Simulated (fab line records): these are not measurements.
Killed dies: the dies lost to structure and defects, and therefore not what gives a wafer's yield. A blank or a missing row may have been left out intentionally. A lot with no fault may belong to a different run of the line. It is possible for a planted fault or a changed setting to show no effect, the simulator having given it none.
Which tool was responsible?	flow n5 finfet	24 lots, 72 wafers sampled, at 1 step of a route of 1938

## WHAT THE GAUGES SHOWED, per wafer
N5_BEOL_M5_CD_MEAS_18: pitch 56 nm, target cd 28 nm. Usual: cd nm at 27.9 nm, with a standard deviation of 0.34.
lot	measured	on	cd nm (nm)	flag
L074	day 9 01:08	cd sem-03	27.9 27.4 27.9	
L075	day 9 07:32	cd sem-03	27.8 28.3 27.9	
L076	day 9 11:23	cd sem-02	27.4 28.1 27.9	
L078	day 10 03:57	cd sem-03	28.0 28.2 27.9	
L077	day 10 13:13	cd sem-03	28.2 28.3 27.7	
L079	day 11 04:37	cd sem-03	27.8 27.9 27.5	
L080	day 11 05:06	cd sem-01	27.7 28.5 28.5	
L081	day 11 10:23	cd sem-03	27.5 27.8 27.5	
L082	day 11 10:31	cd sem-03	27.5 27.8 27.9	
L083	day 12 16:38	cd sem-02	27.9 27.9 27.8	
L084	day 13 04:29	cd sem-01	27.3 27.1 28.2	
L085	day 13 07:35	cd sem-02	27.6 28.2 28.0	
L086	day 13 12:31	cd sem-02	28.0 27.9 27.8	
L088	day 13 13:12	cd sem-03	27.5 28.0 27.8	
L087	day 13 20:37	cd sem-03	28.3 27.8 27.8	
L089	day 13 21:22	cd sem-01	28.5 27.2 28.1	
L090	day 13 23:40	cd sem-01	27.9 28.5 28.1	
L092	day 14 05:32	cd sem-02	28.3 27.6 28.0	
L094	day 14 15:26	cd sem-02	27.6 28.0 28.3	
L091	day 14 15:34	cd sem-02	27.6 27.6 27.8	
L095	day 14 19:02	cd sem-02	28.3 27.7 28.1	
L093	day 15 01:02	cd sem-01	28.0 27.6 28.5	
L096	day 15 01:15	cd sem-03	27.9 28.5 28.2	
L097	day 16 04:31	cd sem-03	27.4 28.1 28.0	

## EACH LOT AND THE TOOL THAT RAN IT (in order: tool; ch and the chambers of the sampled wafers; start)
The record holds no process step before these readings.

## AS READ BY THE TOOLS THEMSELVES (means over the sampled wafers that have a number; for cases with no such wafer, the mark the record gives instead)
The record holds no such reading with a usual standard deviation.

## THE ANSWER, worked out from the rows above alone
Rule: take the mean of a lot's wafers that have a number; if it is more than 3 standard deviations from the usual mean, the lot is off. A lot without any number at a reading at which 4 lots or more have one is off too. All remaining lots with rows at the step are treated as sound. The gauges are gone through in route order, then the tools' own readings, and for those a lot's mean is taken as printed above. At the first step where some lot is off, the reading lying furthest off is the one used; lots without a number count as furthest.
No lot is off on any of the readings shown, so nothing can be concluded from this.

## WHAT WAS PUT IN BY THE SIMULATOR
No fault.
